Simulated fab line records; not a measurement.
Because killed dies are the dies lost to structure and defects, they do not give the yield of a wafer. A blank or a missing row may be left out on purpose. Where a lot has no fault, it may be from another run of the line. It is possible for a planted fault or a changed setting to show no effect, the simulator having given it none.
A struck lot beside a sound one | flow n5_finfet | 36 steps out of a route of 1938
Sound: wafers L640.1, L640.4, L640.5. Struck: wafer L635.6; the same lot's L635.3 was not struck, so it is left out; see the end for the cause.
For every step that has rows: the tool of each side, followed by ch and its chambers, followed by its first start. Under that, the readings that differ: sound wafers | struck wafers | difference of the means | sigmas: that difference in standard deviations of wafers without a fault.
alike: a reading whose means differ by less than 2 such deviations, as well as words and numbers matching on both sides. not compared: withheld readings; readings where some wafer has no value; bounds like >300 that might hide an equal value; numbers whose values overlap and for which the record gives no deviation.
A row with sigmas, a row that says differs or no value, or rows on one side alone: a step with any of these is where the two part. Numbers that don't overlap but have no deviation are shown without sigmas and don't part them. A reading missing from all wafers of one side parts the sides only when that side holds two or more wafers.

first, 9 steps without rows for these wafers: N5_PMOS_HMC_CHANNEL_EPI_EPI_26 (deposits Si from SiH4/H2, target thk 3.8 nm, time 22.7 s); N5_FIN_SAQP_PRECLEAN_42 (cleans in O3/DIW, time 60 s); N5_FIN_SAQP_PRECLEAN_00 (cleans in SC1, time 60 s); N5_FIN_SAQP_PRECLEAN_44 (cleans in SC2, time 45 s); N5_FIN_SAQP_SRD_01 (time 30 s); N5_FIN_SAQP_ALD_61 (deposits SiO2, target thk 4 nm, pulse time 1 s, purge time 2 s); N5_FIN_SAQP_DENSIFY_62 (time 60 s); N5_FIN_SAQP_HM_DEP_03 (deposits SiNx from SiH4/NH3/N2, target thk 38 nm, time 33.6 s); N5_FIN_SAQP_PECVD_47 (deposits a-Si from SiH4/He, target thk 45 nm, time 36.3 s).
N5_FIN_SAQP_PECVD_48: deposits SiNx from SiH4/NH3/N2, target thk 25 nm, time 22.1 s.
  sound on pecvd-03 ch 0,2, day 7 09:49; struck on pecvd-01 ch 1, day 6 04:29
  reading                                     | sound             | struck | difference | sigmas
  model.SiNx_of_FIN_SAQP_PECVD_48.thk_nm (nm) | 24.07 24.68 24.24 | 22.33  | -2.00      |
  alike: heater_power_w, showerhead_plenum_p_Torr, throttle_valve_pct
then, 24 steps without rows for these wafers: N5_FIN_SAQP_PECVD_06 (deposits a-Si from SiH4/He, target thk 60 nm, time 48.1 s); N5_FIN_SAQP_HM_DEP_72 (deposits SiO2 from SiH4/N2O, target thk 12 nm, time 7.2 s); N5_FIN_SAQP_COAT_49 (time 60 s, resist thk 100 nm); N5_FIN_SAQP_COAT_50 (time 60 s, resist thk 35 nm); N5_FIN_SAQP_COAT_10 (resist thk 90 nm); N5_FIN_SAQP_EBR_12; N5_FIN_SAQP_SOFTBAKE_11 (time 60 s); N5_FIN_SAQP_EXPOSE_13 (exposes mask FIN CORE, target cd 35.6 nm); N5_FIN_SAQP_PEB_14 (peb time 60 s); N5_FIN_SAQP_DEVELOP_15 (develop time 30 s); N5_FIN_SAQP_DESCUM_21 (chemistry O2, time 7.9 s); N5_FIN_SAQP_ETCH_51 (etches SiARC in CF4, target depth 45.5 nm, time 75.8 s); N5_FIN_SAQP_ETCH_52 (etches SOC in N2/H2, target depth 100 nm, overetch 20 nm, time 150 s); N5_FIN_SAQP_STRIP_53 (strips in N2/H2); N5_FIN_SAQP_HM_OPEN_73 (chemistry CHF3/O2, target SiO2, stops on a-Si, target depth 12 nm, time 16.8 s); N5_FIN_SAQP_STRIP_74 (strips in CHF3/O2); N5_FIN_SAQP_MANDREL_ETCH_22 (etches a-Si in HBr/Cl2, stops on SiNx, target depth 60 nm, bt time 10 s, time 30 s); N5_FIN_SAQP_STRIP_55 (strips in N2/H2); N5_FIN_SAQP_STRIP_23 (strips in SPM, time 750 s); N5_FIN_SAQP_SRD_66 (time 30 s); N5_FIN_SAQP_RECESS_75 (chemistry HF/NH3, target SiO2, target depth 14.4 nm, afs cycles 3, sublimation time 60 s); N5_FIN_SAQP_SPACER1_ALD_24 (deposits SiO2, target thk 20.3 nm, pulse time 1 s, purge time 2 s); N5_FIN_SAQP_SPACER1_ETCHBACK_25 (etches SiO2 in CHF3/O2, target depth 24.4 nm, time 12.2 s); N5_FIN_SAQP_MANDREL1_REMOVE_56 (chemistry HBr/Cl2/O2, target a-Si, stops on SiNx, bt time 10 s).
N5_FIN_SAQP_ETCH_57: etches SiNx in CH3F/O2, target depth 32.5 nm, time 46.4 s.
  sound on rie_diel-02 ch 0,1,2, day 7 13:06; struck on rie_diel-02 ch 2, day 6 07:31
  reading                  | sound             | struck | difference | sigmas
  etch_rf_on_time_s (s)    | 45.8 44.0 46.1    | 40.2   | -5.1       | -4
  model.etch.depth_nm (nm) | 24.07 24.44 24.24 | 22.09  | -2.16      |
  alike: drypump_motor_current_A, oes_f_703_au, oes_product_au, rf_vpp_V, showerhead_plenum_p_Torr, throttle_valve_pct
  not compared: rf_hours_counter_h
-- the record jumps here: 7 days lie between the struck wafers' starts before and after (it left off in module FIN_SAQP and takes up again in module BEOL_M4, whose first step shown is number 1111 of the route) --
N5_BEOL_M4_RC_MEAS_101:
  sound on prober-02 ch 0, day 14 07:40; struck on prober-02 ch 0, day 13 05:27
  alike: DIBL_N, DIBL_P, IOFF_N, IOFF_P, ION_N, ION_P, SS_N, SS_P, VT_N, VT_P

== WHERE THEY PART ==
At N5_FIN_SAQP_ETCH_57 and nowhere else, as far as this record goes. Later steps at which nothing parts them and some readings are alike: N5_BEOL_M4_RC_MEAS_101.

WHY: what the simulator had put in
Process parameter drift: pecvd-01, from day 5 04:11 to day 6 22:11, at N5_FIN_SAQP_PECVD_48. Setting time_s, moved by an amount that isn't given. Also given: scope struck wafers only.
